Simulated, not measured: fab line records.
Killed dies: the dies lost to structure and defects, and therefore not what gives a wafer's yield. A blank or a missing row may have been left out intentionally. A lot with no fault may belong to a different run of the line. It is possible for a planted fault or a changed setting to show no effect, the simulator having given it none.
fab line records	flow nand_harc
[record] lots = 12	wafers = 36	last_day = 34
route steps=1302 shown A_STAIRCASE@811 END@1302
lots with no fault: from the same line, run without faults
start_h: hours from the record's opening day to when the first of the lot's shown wafers began	wait_h: hours elapsed since this lot's preceding step	" unchanged from the row above	L1.1+2: several wafers, shown together as one row	- value missing, or start not given	* or withheld: withheld	< > ~ a bound
route shown NAME@n: names a module that has steps shown in the file, with the first one's number in the route	usual: mean/standard deviation of fault-free wafers	same: alike in all rows	chamber/n: place in a boat	sites: per-site readings	_std_site: standard deviation across them	_edge_site: the outer-site mean with the inner-site mean subtracted	radius_mm: for every site, how far away it sits from the centre of the wafer	mask NAME#n: copy n	behind: the last tool/chamber to shape the wafer	hold: reason for holding the lot/hours on hold/outcome of the hold	device: the n, p or np transistor that did not switch	end of line: tests of these same wafers at the route's end	where a step has no rows: the recipe by itself	killed: at the first sort, the dies lost to defects and structure; wafer yield is something else	map: the dies of a wafer, with x for killed, . for not killed, _ for no die there
set.NAME: the run value of the setting; set.NAME@STEP: its run value at that earlier step	model.NAME: the simulator's own value behind a step, which no gauge read
the route's steps for a sample of lots (tables are steps, rows are wafers)
services: a tool's chamber out of use, with start hour (start_h, from the record's first day; less than 0 if before it), hours out, and reason
[[steps]]
[step NHARC_A_STAIRCASE_ETCH_452]
[recipe] target_depth_a = 300	overetch_a = 30	time_s = 16.5	ion_energy_ev = 100	cf4_flow_sccm = 80	o2_flow_sccm = 20	ar_flow_sccm = 0	rf_w = 300	bias_w = 100	chemistry = CF4/O2
[usual] drypump_motor_current_A = 5.61/0.29	oes_product_au = 1.002/0.007	rf_vpp_V = 197.8/1.5	showerhead_plenum_p_Torr = 1.34/0.063	throttle_valve_pct = 13.397/0.0095
lot.wafer	tool	chamber	start_h	wait_h	drypump_motor_current_A	oes_product_au	rf_hours_counter_h	rf_vpp_V	showerhead_plenum_p_Torr	throttle_valve_pct
L355.2	rie_diel-02	1	-	-	5.79	1.008	45	199.2	1.42	13.379
L355.3	"	3	"	"	5.21	1.007	54	197.4	1.37	13.406
L355.5	"	2	"	"	6.00	1.007	-	196.8	1.30	13.393
L356.1	rie_diel-11	0	-	-	5.30	1.006	36	196.0	1.25	13.400
L356.4	"	1	"	"	5.77	1.007	39	195.7	1.29	13.406
L356.2	"	2	"	"	5.81	1.012	41	197.2	1.23	13.407
L361.2	rie_diel-02	3	-	-	5.22	1.005	12	199.5	1.36	13.399
L361.5	"	3	"	"	5.21	0.991	-	197.9	1.36	13.389
L361.6	"	0	"	"	5.58	0.993	-	197.4	1.25	13.401
L362.4	rie_diel-04	3	-	-	4.96	1.007	25	197.5	1.31	13.396
L362.1	"	0	"	"	5.55	1.011	25	197.9	1.38	13.407
L362.6	"	3	"	"	4.98	1.007	-	196.5	1.31	13.414
L369.4	rie_diel-04	0	-	-	5.62	1.001	53	197.2	1.37	13.388
L369.2	"	2	"	"	5.94	0.988	55	197.5	1.35	13.394
L369.6	"	0	"	"	5.59	1.002	-	198.0	1.37	13.401
L371.3	rie_diel-11	3	-	-	5.72	1.012	32	198.7	1.38	13.389
L371.1	"	0	"	"	5.33	0.997	36	197.8	1.24	13.383
L371.6	"	2	"	"	5.79	1.001	-	198.4	1.44	13.384
L372.2	rie_diel-11	0	-	-	5.31	1.000	40	195.8	1.24	13.392
L372.4	"	1	"	"	5.73	1.012	33	194.7	1.28	13.397
L372.3	"	2	"	"	5.81	1.005	29	198.7	1.44	13.396
L374.3	rie_diel-02	0	-	-	5.61	1.005	46	195.6	1.24	13.404
L374.1	"	2	"	"	6.00	0.999	56	194.9	1.28	13.404
L374.5	"	1	"	"	5.76	0.998	-	199.3	1.41	13.393
L373.3	rie_diel-04	2	-	-	5.92	0.989	7	199.6	1.35	13.383
L373.4	"	0	"	"	5.62	0.999	8	197.1	1.37	13.402
L373.6	"	1	"	"	5.72	0.997	-	196.1	1.36	13.396
L376.2	rie_diel-11	1	-	-	5.76	1.015	45	198.0	1.28	13.408
L376.1	"	3	"	"	5.70	1.002	45	199.6	1.37	13.381
L376.3	"	0	"	"	5.35	0.995	52	196.2	1.24	13.406
L375.2	rie_diel-04	0	-	-	5.61	1.008	19	199.0	1.37	13.390
L375.6	"	3	"	"	4.97	1.008	-	198.6	1.30	13.399
L375.5	"	0	"	"	5.58	1.016	-	197.7	1.37	13.407
L377.2	rie_diel-02	1	-	-	5.76	0.995	9	199.5	1.41	13.398
L377.6	"	3	"	"	5.22	0.999	-	197.3	1.35	13.401
L377.5	"	0	"	"	5.62	0.999	-	196.5	1.24	13.382
[step NHARC_A_STAIRCASE_ETCH_315]
[recipe] target_depth_a = 25000	time_s = 607.1	ion_energy_ev = 800	c4f8_flow_sccm = 80	o2_flow_sccm = 60	ar_flow_sccm = withheld	rf_w = 600	bias_w = 3000	chemistry = C4F8/O2/Ar
[usual] oes_product_au = 0.932/0.0089	rf_vpp_V = 1826/12
lot.wafer	tool	chamber	start_h	wait_h	oes_product_au	rf_hours_counter_h	rf_vpp_V
L355.2	rie_diel-11	3	-	-	0.931	37	1838
L355.3	"	0	"	"	0.918	32	1810
L355.5	"	3	"	"	0.929	-	1837
L356.4	rie_diel-02	1	-	-	0.943	1	1843
L356.1	"	2	"	"	0.947	1	1820
L356.2	"	3	"	"	0.941	1	1833
L361.2	rie_diel-02	0	-	-	0.936	12	1812
L361.6	"	1	"	"	0.924	-	1843
L361.5	"	2	"	"	0.928	-	1819
L362.1	rie_diel-02	2	-	-	0.919	23	1818
L362.4	"	0	"	"	0.927	16	1810
L362.6	"	1	"	"	0.926	-	1843
L369.2	rie_diel-02	2	530.71	0.2	0.924	47	1819
L369.4	"	1	"	"	0.921	-	1841
L369.6	"	1	"	"	0.918	-	1841
L371.1	rie_diel-11	2	-	-	0.936	30	1846
L371.3	"	1	"	"	0.941	35	1816
L371.6	"	2	"	"	0.936	-	1846
L372.2	rie_diel-02	1	-	-	0.925	50	1839
L372.3	"	2	"	"	0.927	53	1818
L372.4	"	1	"	"	0.917	-	1839
L374.1	rie_diel-04	0	-	-	0.941	10	1833
L374.3	"	3	"	"	0.939	9	1820
L374.5	"	1	"	"	0.930	-	1831
L373.4	rie_diel-04	1	-	-	0.944	11	1832
L373.3	"	2	"	"	0.938	10	1830
L373.6	"	0	"	"	0.931	-	1835
L376.1	rie_diel-11	3	-	-	0.937	46	1833
L376.3	"	0	"	"	0.938	53	1809
L376.2	"	2	"	"	0.929	39	1847
L375.2	rie_diel-11	3	-	-	0.938	53	1834
L375.6	"	2	"	"	0.926	-	1844
L375.5	"	3	"	"	0.940	-	1833
L377.2	rie_diel-04	1	-	-	0.931	33	1831
L377.5	"	1	"	"	0.935	-	1831
L377.6	"	2	"	"	0.919	-	1829
[step NHARC_A_STAIRCASE_STRIP_316]
[recipe] o2_flow_sccm = 500	ar_flow_sccm = 0	bias_w = 0	chemistry = O2
[usual] drypump_motor_current_A = 5.63/0.29	oes_product_au = 1.002/0.0071	rf_vpp_V = 57.7/0.95	showerhead_plenum_p_Torr = 3.52/0.16	throttle_valve_pct = 17.037/0.0089
lot.wafer	tool	chamber	start_h	wait_h	drypump_motor_current_A	oes_product_au	rf_hours_counter_h	rf_vpp_V	showerhead_plenum_p_Torr	throttle_valve_pct
L355.3	rie_diel-11	2	-	-	5.82	1.007	35	56.6	3.28	17.031
L355.2	"	1	"	"	5.77	1.013	33	56.8	3.42	17.038
L355.5	"	2	"	"	5.82	1.007	-	56.4	3.28	17.030
L356.2	rie_diel-02	0	-	-	5.63	0.997	1	58.1	3.31	17.039
L356.1	"	2	"	"	6.02	0.990	1	57.8	3.43	17.044
L356.4	"	3	"	"	5.22	0.983	1	57.4	3.60	17.028
L361.2	rie_diel-02	1	-	-	5.77	1.001	18	57.1	3.74	17.022
L361.6	"	3	"	"	5.24	0.992	-	58.9	3.59	17.034
L361.5	"	0	"	"	5.62	0.996	-	59.0	3.31	17.041
L362.4	rie_diel-02	0	-	-	5.62	1.001	17	57.9	3.31	17.054
L362.1	"	2	"	"	6.02	0.999	23	57.7	3.41	17.035
L362.6	"	3	"	"	5.24	0.996	-	57.5	3.59	17.045
L369.2	rie_diel-02	1	531.36	0.6	5.79	0.998	44	57.2	3.73	17.031
L369.4	"	2	"	"	6.03	0.997	-	56.7	3.40	17.033
L369.6	"	2	"	"	6.02	0.995	-	58.4	3.40	17.026
L371.1	rie_diel-11	3	-	-	5.73	1.025	37	57.2	3.63	17.038
L371.3	"	2	"	"	5.82	1.000	31	57.9	3.79	17.042
L371.6	"	3	"	"	5.73	1.010	-	57.9	3.63	17.038
L372.3	rie_diel-02	3	-	-	5.23	0.992	43	57.2	3.58	17.037
L372.2	"	1	"	"	5.80	0.992	51	57.8	3.72	17.028
L372.4	"	1	"	"	5.79	0.998	-	58.1	3.72	17.031
L374.3	rie_diel-04	0	-	-	5.60	0.996	10	59.1	3.62	17.026
L374.1	"	1	"	"	5.70	1.003	11	58.5	3.59	17.039
L374.5	"	0	"	"	5.61	1.002	-	58.8	3.62	17.041
L373.3	rie_diel-04	3	-	-	4.97	1.007	9	58.8	3.44	17.039
L373.4	"	0	"	"	5.63	1.007	11	57.9	3.62	17.042
L373.6	"	0	"	"	5.59	1.009	-	57.6	3.62	17.032
L376.3	rie_diel-11	2	-	-	5.84	1.003	39	58.1	3.79	17.038
L376.2	"	3	"	"	5.72	1.000	46	56.9	3.63	17.041
L376.1	"	1	"	"	5.80	1.018	46	57.4	3.38	17.038
L375.2	rie_diel-11	2	-	-	5.82	0.996	47	58.1	3.78	17.026
L375.5	"	2	"	"	5.82	1.001	-	59.3	3.78	17.041
L375.6	"	3	"	"	5.71	1.003	-	57.7	3.62	17.039
L377.2	rie_diel-04	3	-	-	4.99	1.013	32	56.7	3.42	17.048
L377.6	"	2	"	"	5.95	1.009	-	57.9	3.56	17.022
L377.5	"	3	"	"	4.98	1.008	-	57.7	3.42	17.047
[step NHARC_A_STAIRCASE_CVD_552]
[recipe] target_thk_a = 400	temp_c = 700	pressure_mtorr = 300	material = SiNx
[usual] pressure_mtorr = 300.0/0.58	spike_tc_bottom_C = 719/4.6	spike_tc_centre_C = 700.5/1.2	zone_power_top_pct = 24/3
lot.wafer	tool	chamber	start_h	wait_h	pressure_mtorr	spike_tc_bottom_C	spike_tc_centre_C	zone_power_top_pct
L355.2	lpcvd-01	0	398.12	-	300.6	719	699.4	21
L355.3	"	0	"	"	299.7	720	701.6	21
L355.5	"	0	"	"	299.5	720	698.0	21
L356.1	lpcvd-02	1	419.06	-	299.6	728	702.2	24
L356.2	"	1	"	"	300.0	728	699.6	24
L356.4	"	1	"	"	300.3	728	699.0	24
L361.2	lpcvd-01	1	463.03	-	-	-	-	-
L361.5	"	1	"	"	-	-	-	-
L361.6	"	1	"	"	-	-	-	-
L362.1	lpcvd-02	1	466.47	-	-	-	-	-
L362.4	"	1	"	"	-	-	-	-
L362.6	"	1	"	"	-	-	-	-
L369.2	lpcvd-02	0	540.85	-	299.7	720	700.9	20
L369.4	"	0	"	"	300.7	719	699.5	20
L369.6	"	0	"	"	300.1	720	700.7	20
L371.1	lpcvd-02	0	555.57	-	300.5	721	700.2	20
L371.3	"	0	"	"	300.3	719	700.5	20
L371.6	"	0	"	"	299.5	721	700.1	20
L372.2	lpcvd-02	0	560.28	-	299.7	721	699.2	20
L372.3	"	0	"	"	299.8	720	699.3	20
L372.4	"	0	"	"	299.7	721	699.4	20
L373.3	lpcvd-02	0	584.35	-	300.1	721	699.4	20
L373.4	"	0	"	"	300.2	720	699.5	20
L373.6	"	0	"	"	299.6	722	698.0	20
L374.1	lpcvd-02	0	584.35	-	299.2	721	701.7	20
L374.3	"	0	"	"	299.9	721	700.3	20
L374.5	"	0	"	"	299.8	720	699.0	20
L376.1	lpcvd-01	1	591.85	-	300.5	714	702.6	27
L376.2	"	1	"	"	300.8	714	700.4	27
L376.3	"	1	"	"	299.6	715	701.7	27
L375.2	lpcvd-02	0	612.22	-	300.3	720	700.3	20
L375.5	"	0	"	"	299.4	721	699.3	20
L375.6	"	0	"	"	300.1	720	700.1	20
L377.2	lpcvd-01	0	633.32	-	300.3	722	700.3	21
L377.5	"	0	"	"	300.5	719	700.6	21
L377.6	"	0	"	"	300.5	722	698.8	21
[step NHARC_END_SORT_01]
[recipe] temp_c = 25
[usual] killed_at_array = 62/16	killed_at_other = 0.8/1.1	killed_at_periphery = 4/3.2	killed_dies = 67/16	killed_open = 3.5/1.9	killed_short = 2.1/1.5
[same] gross_dies = 677
lot.wafer	tool	chamber	start_h	wait_h	killed_at_array	killed_at_other	killed_at_periphery	killed_dies	killed_open	killed_short
L355.2	prober-02	0	560.78	2.8	58	4	1	63	5	4
L355.3	prober-02	0	561.58	3.1	49	2	2	53	4	2
L355.5	prober-02	0	563.19	3.7	52	0	0	52	2	2
L356.1	prober-01	0	582.80	2.5	71	0	4	75	4	3
L356.2	prober-01	0	583.60	2.8	60	3	4	67	3	1
L356.4	prober-01	0	585.19	3.4	64	1	13	78	1	0
L362.1	prober-02	0	631.26	2.5	556	1	0	557	4	3
L362.4	prober-02	0	633.68	3.4	539	2	5	546	3	1
L362.6	prober-02	0	635.29	4.0	549	0	3	552	4	1
L361.2	prober-01	0	632.03	2.8	552	3	7	562	8	2
L361.5	prober-01	0	634.42	3.7	567	2	8	577	1	4
L361.6	prober-01	0	635.21	4.0	556	1	4	561	2	1
L369.2	prober-01	0	698.84	2.8	50	1	1	52	3	1
L369.4	prober-01	0	700.44	3.4	60	1	3	64	2	2
L369.6	prober-01	0	702.03	4.0	63	5	1	69	3	2
L372.2	prober-02	0	717.76	2.8	80	1	2	83	5	1
L372.3	prober-02	0	718.57	3.1	81	0	3	84	3	3
L372.4	prober-02	0	719.38	3.4	83	0	3	86	6	2
L371.1	prober-01	0	732.24	2.5	78	0	7	85	6	2
L371.3	prober-01	0	733.85	3.1	84	0	5	89	0	0
L371.6	prober-01	0	736.26	4.0	94	0	5	99	3	4
L376.1	prober-02	0	748.35	2.5	62	1	5	68	7	2
L376.2	prober-02	0	749.15	2.8	65	1	4	70	2	0
L376.3	prober-02	0	749.95	3.1	63	0	6	69	7	1
L374.1	prober-01	0	748.40	2.5	89	0	0	89	5	1
L374.3	prober-01	0	750.00	3.1	81	0	3	84	0	3
L374.5	prober-01	0	751.61	3.7	73	0	0	73	3	3
L373.3	prober-01	0	757.81	3.1	61	0	1	62	5	2
L373.4	prober-01	0	758.61	3.4	60	0	2	62	3	3
L373.6	prober-01	0	760.21	4.0	60	0	1	61	4	2
L375.2	prober-02	0	773.44	2.8	67	0	10	77	1	2
L375.5	prober-02	0	775.82	3.7	88	1	3	92	6	3
L375.6	prober-02	0	776.62	4.0	87	0	4	91	2	3
L377.2	prober-02	0	801.16	2.8	66	3	2	71	3	2
L377.5	prober-02	0	803.58	3.7	57	0	4	61	2	3
L377.6	prober-02	0	804.38	4.0	57	1	0	58	0	2
// killed by level:class
L355.2 A_CHANNEL_HOLE_D2:chamber_film_flake=34 A_CONTACT:chamber_film_flake=4 THIN_TSV:chamber_film_flake=4 A_ZERO_WELL:chamber_film_flake=3 A_STAIRCASE:chamber_film_flake=3 A_WL_FILL:chamber_film_flake=3 A_CHANNEL_FILL_D2:geometric_particle:open=2 A_CHANNEL_HOLE_D1:chamber_film_flake=2
L355.3 A_CHANNEL_HOLE_D2:chamber_film_flake=28 A_CONTACT:chamber_film_flake=6 A_CHANNEL_HOLE_D1:chamber_film_flake=5 A_STAIRCASE:chamber_film_flake=3 A_CHANNEL_FILL_D1:geometric_particle:open=1 A_CHANNEL_FILL_D2:geometric_particle:short=1 A_SGD_CUT:geometric_particle:short=1 A_SGD_CUT:geometric_particle:open=1
L355.5 A_CHANNEL_HOLE_D2:chamber_film_flake=32 A_CONTACT:chamber_film_flake=7 A_WL_FILL:chamber_film_flake=3 A_ZERO_WELL:chamber_film_flake=2 A_DECK1_JOINT:chamber_film_flake=2 A_CHANNEL_FILL_D1:geometric_particle:short=1 A_ONON_D2:geometric_particle:open=1 A_WL_FILL:geometric_particle:short=1
L356.1 A_CHANNEL_HOLE_D1:chamber_film_flake=30 A_SLIT:chamber_film_flake=17 A_CHANNEL_HOLE_D2:chamber_film_flake=6 A_STAIRCASE:chamber_film_flake=6 A_WL_FILL:chamber_film_flake=3 A_CONTACT:chamber_film_flake=2 P_CONTACT:geometric_particle:short=1 P_M2:geometric_particle:open=1
L356.2 A_CHANNEL_HOLE_D1:chamber_film_flake=28 A_SLIT:chamber_film_flake=21 A_CHANNEL_HOLE_D2:chamber_film_flake=3 P_M1:chamber_film_flake=2 A_STAIRCASE:chamber_film_flake=2 A_CONTACT:chamber_film_flake=2 THIN_TSV:chamber_film_flake=2 P_CONTACT:geometric_particle:open=1
L356.4 A_CHANNEL_HOLE_D1:chamber_film_flake=33 A_SLIT:chamber_film_flake=18 P_M1:chamber_film_flake=10 A_CHANNEL_HOLE_D2:chamber_film_flake=5 A_CONTACT:chamber_film_flake=4 P_STI:chamber_film_flake=2 A_STAIRCASE:chamber_film_flake=2 A_ONON_D2:geometric_particle:open=1
L362.1 A_STAIRCASE:area_cvd=470 A_CHANNEL_HOLE_D2:chamber_film_flake=32 A_SLIT:chamber_film_flake=31 A_CONTACT:chamber_film_flake=6 A_ZERO_WELL:chamber_film_flake=3 A_CHANNEL_HOLE_D1:chamber_film_flake=3 A_ONON_D1:geometric_particle:short=1 A_CHANNEL_FILL_D1:geometric_particle:open=1
L361.2 A_STAIRCASE:area_cvd=495 A_CHANNEL_HOLE_D1:chamber_film_flake=36 A_CHANNEL_HOLE_D2:chamber_film_flake=9 P_ZERO_WELL:chamber_film_flake=4 A_CONTACT:geometric_particle:open=3 A_CHANNEL_FILL_D1:geometric_particle:open=2 A_CONTACT:chamber_film_flake=2 THIN_TSV:chamber_film_flake=2
L362.4 A_STAIRCASE:area_cvd=457 A_CHANNEL_HOLE_D2:chamber_film_flake=34 A_SLIT:chamber_film_flake=32 P_ZERO_WELL:chamber_film_flake=4 A_CHANNEL_HOLE_D1:chamber_film_flake=4 A_CONTACT:chamber_film_flake=3 A_DECK1_JOINT:chamber_film_flake=2 THIN_TSV:chamber_film_flake=2
L361.5 A_STAIRCASE:area_cvd=505 A_CHANNEL_HOLE_D1:chamber_film_flake=32 A_CHANNEL_HOLE_D2:chamber_film_flake=15 P_CONTACT:chamber_film_flake=4 A_CHANNEL_FILL_D1:geometric_particle:short=3 P_ZERO_WELL:chamber_film_flake=3 A_WL_FILL:chamber_film_flake=3 A_SLIT:chamber_film_flake=2
L361.6 A_STAIRCASE:area_cvd=493 A_CHANNEL_HOLE_D1:chamber_film_flake=36 A_CHANNEL_HOLE_D2:chamber_film_flake=15 P_CONTACT:chamber_film_flake=4 A_CHANNEL_FILL_D2:chamber_film_flake=2 A_WL_FILL:chamber_film_flake=2 A_CONTACT:chamber_film_flake=2 A_CHANNEL_HOLE_D1:geometric_particle:short=1
L362.6 A_STAIRCASE:area_cvd=473 A_SLIT:chamber_film_flake=36 A_CHANNEL_HOLE_D2:chamber_film_flake=26 P_ZERO_WELL:chamber_film_flake=2 A_ZERO_WELL:chamber_film_flake=2 A_DECK1_JOINT:chamber_film_flake=2 A_WL_FILL:chamber_film_flake=2 A_CHANNEL_HOLE_D1:geometric_particle:open=1
L369.2 A_SLIT:chamber_film_flake=30 A_CHANNEL_HOLE_D2:chamber_film_flake=9 A_CONTACT:chamber_film_flake=4 A_CHANNEL_HOLE_D1:chamber_film_flake=3 P_GATE:geometric_particle:short=1 A_CHANNEL_FILL_D1:geometric_particle:open=1 A_SLIT:geometric_particle:open=1 A_M0:geometric_particle:open=1
L369.4 A_SLIT:chamber_film_flake=28 A_CHANNEL_HOLE_D2:chamber_film_flake=17 A_CONTACT:chamber_film_flake=8 P_GATE:chamber_film_flake=2 A_CHANNEL_HOLE_D1:chamber_film_flake=2 A_ONON_D2:geometric_particle:open=1 A_CHANNEL_HOLE_D2:geometric_particle:open=1 A_WL_FILL:geometric_particle:short=1
L369.6 A_SLIT:chamber_film_flake=27 A_CHANNEL_HOLE_D2:chamber_film_flake=14 A_CONTACT:chamber_film_flake=9 A_CHANNEL_HOLE_D1:chamber_film_flake=4 A_STAIRCASE:chamber_film_flake=4 THIN_TSV:chamber_film_flake=3 A_CHANNEL_FILL_D2:geometric_particle:short=2 A_SOURCE_PLATE:geometric_particle:open=1
L372.2 A_SLIT:chamber_film_flake=32 A_CHANNEL_HOLE_D2:chamber_film_flake=19 A_CHANNEL_HOLE_D1:chamber_film_flake=18 A_CONTACT:chamber_film_flake=4 A_ONON_D2:geometric_particle:open=2 P_M2:geometric_particle:open=1 A_ONON_D1:geometric_particle:short=1 A_CHANNEL_FILL_D1:geometric_particle:open=1
L372.3 A_SLIT:chamber_film_flake=36 A_CHANNEL_HOLE_D2:chamber_film_flake=25 A_CHANNEL_HOLE_D1:chamber_film_flake=8 A_WL_FILL:chamber_film_flake=4 P_STI:chamber_film_flake=2 A_CONTACT:chamber_film_flake=2 P_M0:geometric_particle:short=1 A_ONON_D1:geometric_particle:open=1
L372.4 A_SLIT:chamber_film_flake=34 A_CHANNEL_HOLE_D2:chamber_film_flake=21 A_CHANNEL_HOLE_D1:chamber_film_flake=8 A_CONTACT:chamber_film_flake=5 A_WL_FILL:chamber_film_flake=3 A_CHANNEL_FILL_D1:geometric_particle:open=2 A_DECK1_JOINT:chamber_film_flake=2 A_STAIRCASE:chamber_film_flake=2
L371.1 A_CHANNEL_HOLE_D1:chamber_film_flake=39 A_SLIT:chamber_film_flake=29 P_CONTACT:chamber_film_flake=3 A_M0:geometric_particle:open=2 P_GATE:chamber_film_flake=2 A_WL_FILL:chamber_film_flake=2 P_CONTACT:geometric_particle:open=1 P_M0:geometric_particle:short=1
L371.3 A_CHANNEL_HOLE_D1:chamber_film_flake=40 A_SLIT:chamber_film_flake=36 P_CONTACT:chamber_film_flake=4 A_CHANNEL_FILL_D2:chamber_film_flake=2 A_BLC:chamber_film_flake=2 P_ZERO_WELL:chamber_film_flake=1 A_DECK1_JOINT:chamber_film_flake=1 A_CHANNEL_HOLE_D2:chamber_film_flake=1
L371.6 A_CHANNEL_HOLE_D1:chamber_film_flake=39 A_SLIT:chamber_film_flake=34 A_BLC:chamber_film_flake=5 A_CONTACT:chamber_film_flake=4 P_GATE:chamber_film_flake=3 A_ONON_D2:geometric_particle:open=2 A_WL_FILL:geometric_particle:short=2 P_CONTACT:chamber_film_flake=2
L376.1 A_CHANNEL_HOLE_D2:chamber_film_flake=22 A_CHANNEL_HOLE_D1:chamber_film_flake=15 A_SLIT:chamber_film_flake=6 A_CONTACT:chamber_film_flake=4 A_STAIRCASE:chamber_film_flake=4 A_ONON_D1:geometric_particle:open=3 P_GATE:chamber_film_flake=3 A_WL_FILL:chamber_film_flake=2
L374.1 A_CHANNEL_HOLE_D1:chamber_film_flake=41 A_SLIT:chamber_film_flake=33 A_CONTACT:chamber_film_flake=5 A_CHANNEL_FILL_D2:geometric_particle:open=2 A_WL_FILL:geometric_particle:open=2 A_CHANNEL_FILL_D1:geometric_particle:short=1 A_ONON_D2:geometric_particle:open=1 A_ZERO_WELL:chamber_film_flake=1
L376.2 A_CHANNEL_HOLE_D2:chamber_film_flake=27 A_CHANNEL_HOLE_D1:chamber_film_flake=17 A_CONTACT:chamber_film_flake=7 A_SLIT:chamber_film_flake=4 P_GATE:chamber_film_flake=4 A_STAIRCASE:chamber_film_flake=4 A_CHANNEL_FILL_D1:chamber_film_flake=2 A_CHANNEL_FILL_D1:geometric_particle:open=1
L376.3 A_CHANNEL_HOLE_D2:chamber_film_flake=26 A_CHANNEL_HOLE_D1:chamber_film_flake=16 A_STAIRCASE:chamber_film_flake=5 A_WL_FILL:chamber_film_flake=3 A_CONTACT:chamber_film_flake=3 P_CONTACT:geometric_particle:open=2 A_CHANNEL_FILL_D1:chamber_film_flake=2 A_SLIT:chamber_film_flake=2
L374.3 A_CHANNEL_HOLE_D1:chamber_film_flake=39 A_SLIT:chamber_film_flake=32 A_STAIRCASE:chamber_film_flake=5 A_CONTACT:chamber_film_flake=2 A_SOURCE_PLATE:geometric_particle:short=1 A_CHANNEL_HOLE_D1:geometric_particle:short=1 A_DECK1_JOINT:geometric_particle:short=1 P_ZERO_WELL:chamber_film_flake=1
L374.5 A_CHANNEL_HOLE_D1:chamber_film_flake=34 A_SLIT:chamber_film_flake=27 A_CONTACT:chamber_film_flake=3 A_M0:geometric_particle:short=2 A_ONON_D1:geometric_particle:open=1 A_CHANNEL_FILL_D1:geometric_particle:open=1 A_ONON_D2:geometric_particle:short=1 A_WL_FILL:geometric_particle:open=1
L373.3 A_CHANNEL_HOLE_D2:chamber_film_flake=27 A_CHANNEL_HOLE_D1:chamber_film_flake=13 A_CONTACT:chamber_film_flake=7 A_SLIT:chamber_film_flake=6 A_ONON_D1:geometric_particle:open=2 A_SOURCE_PLATE:geometric_particle:open=2 A_CHANNEL_HOLE_D2:geometric_particle:short=1 A_M1:geometric_particle:open=1
L373.4 A_CHANNEL_HOLE_D2:chamber_film_flake=25 A_CHANNEL_HOLE_D1:chamber_film_flake=13 A_CONTACT:chamber_film_flake=8 A_SLIT:chamber_film_flake=6 A_ONON_D2:geometric_particle:short=2 P_STI:chamber_film_flake=2 A_ONON_D1:geometric_particle:open=1 A_DECK1_JOINT:geometric_particle:open=1
L373.6 A_CHANNEL_HOLE_D2:chamber_film_flake=23 A_CHANNEL_HOLE_D1:chamber_film_flake=19 A_CONTACT:chamber_film_flake=4 A_SLIT:chamber_film_flake=3 A_DECK1_JOINT:geometric_particle:open=2 A_STAIRCASE:chamber_film_flake=2 A_CHANNEL_FILL_D1:geometric_particle:open=1 A_DECK1_JOINT:geometric_particle:short=1
L375.2 A_SLIT:chamber_film_flake=31 A_CHANNEL_HOLE_D2:chamber_film_flake=20 A_CONTACT:chamber_film_flake=7 P_ZERO_WELL:chamber_film_flake=6 P_BONDPAD:chamber_film_flake=4 A_STAIRCASE:chamber_film_flake=3 A_CHANNEL_HOLE_D1:unspecified=2 A_SOURCE_PLATE:geometric_particle:short=1
L375.5 A_SLIT:chamber_film_flake=40 A_CHANNEL_HOLE_D2:chamber_film_flake=26 A_CONTACT:chamber_film_flake=8 A_CHANNEL_FILL_D2:chamber_film_flake=2 A_STAIRCASE:chamber_film_flake=2 P_M1:geometric_particle:short=1 A_ONON_D1:geometric_particle:open=1 A_CHANNEL_HOLE_D1:geometric_particle:short=1
L375.6 A_SLIT:chamber_film_flake=35 A_CHANNEL_HOLE_D2:chamber_film_flake=32 A_CONTACT:chamber_film_flake=11 P_BONDPAD:chamber_film_flake=2 A_ONON_D1:geometric_particle:short=1 A_CHANNEL_FILL_D2:geometric_particle:short=1 A_CHANNEL_FILL_D2:geometric_particle:open=1 A_SLIT:geometric_particle:short=1
L377.2 A_CHANNEL_HOLE_D2:chamber_film_flake=37 A_SLIT:chamber_film_flake=10 A_STAIRCASE:chamber_film_flake=7 A_CONTACT:chamber_film_flake=4 A_CHANNEL_HOLE_D1:chamber_film_flake=2 A_DECK1_JOINT:chamber_film_flake=2 THIN_TSV:chamber_film_flake=2 P_GATE:geometric_particle:open=1
L377.5 A_CHANNEL_HOLE_D2:chamber_film_flake=35 A_STAIRCASE:chamber_film_flake=7 A_SLIT:chamber_film_flake=6 A_CONTACT:chamber_film_flake=2 P_M0:geometric_particle:open=1 A_ONON_D1:geometric_particle:short=1 A_DECK1_JOINT:geometric_particle:short=1 A_ONON_D2:geometric_particle:short=1
L377.6 A_CHANNEL_HOLE_D2:chamber_film_flake=32 A_SLIT:chamber_film_flake=12 A_CONTACT:chamber_film_flake=9 A_ONON_D1:geometric_particle:short=1 A_CONTACT:geometric_particle:short=1 A_STAIRCASE:chamber_film_flake=1 A_BONDPAD:chamber_film_flake=1 THIN_TSV:chamber_film_flake=1
[[services]]
tool	chamber	start_h	hours	kind
rie_diel-04	-	354.90	9.0	pm
rie_diel-02	0	373.33	-	clean
rie_diel-02	1	373.33	-	clean
rie_diel-02	2	373.33	-	clean
rie_diel-02	3	373.33	-	clean
lpcvd-02	-	390.05	26.0	pm
rie_diel-02	-	393.85	9.0	pm
rie_diel-02	0	393.85	9.0	vent_cycle
rie_diel-02	1	393.85	9.0	vent_cycle
rie_diel-02	2	393.85	9.0	vent_cycle
rie_diel-02	3	393.85	9.0	vent_cycle
rie_diel-11	-	435.05	9.0	pm
rie_diel-11	3	472.03	2.5	repair
rie_diel-11	2	475.80	1.7	repair
rie_diel-11	1	479.93	1.9	repair
rie_diel-11	2	499.34	4.3	repair
rie_diel-02	0	528.43	4.4	repair
rie_diel-04	-	531.90	9.0	pm
rie_diel-02	0	548.83	3.4	repair
lpcvd-02	-	549.87	1.5	repair
rie_diel-02	-	573.09	9.0	pm
rie_diel-11	1	593.13	14.8	repair
rie_diel-11	-	612.05	9.0	pm
rie_diel-11	3	632.52	1.7	repair
[[key]]
[first_sign] step = NHARC_A_STAIRCASE_CVD_552	reading = tool_record	direction = missing
[effect] step = NHARC_END_SORT_01	reading = killed_at_array	direction = up	sigmas = 30	usual = 62	struck = 553
[more_kills_born_at] NHARC_A_STAIRCASE_CVD_552@lpcvd-01 = 1493	NHARC_A_STAIRCASE_CVD_552@lpcvd-02 = 1400
met_at NHARC_A_STAIRCASE_CVD_552
struck_lots L361,L362
later_rows_left_out L361.2,L361.5,L361.6,L362.1,L362.4,L362.6
tester_left_out L361,L362
not_acting_at NHARC_A_STAIRCASE_ETCH_452,NHARC_A_STAIRCASE_ETCH_315,NHARC_A_STAIRCASE_STRIP_316
onset_between 419.06 463.03
[fault] kind = skipped_step_whole	tool = lpcvd-01,lpcvd-02	chamber = -	onset_h = 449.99	steps = NHARC_A_STAIRCASE_CVD_552	scope = struck_lots_only
// tester_left_out: of these lots the tester's yield and bins aren't shown, on N5 and GAA mostly nor the transistor test; their killed dies are dies lost to structure and defects alone, not to doping, threshold or leakage, so they don't give the yield
// later_rows_left_out: the simulator's readings of these wafers behind a module that went badly wrong aren't trusted and aren't shown, but for the sort
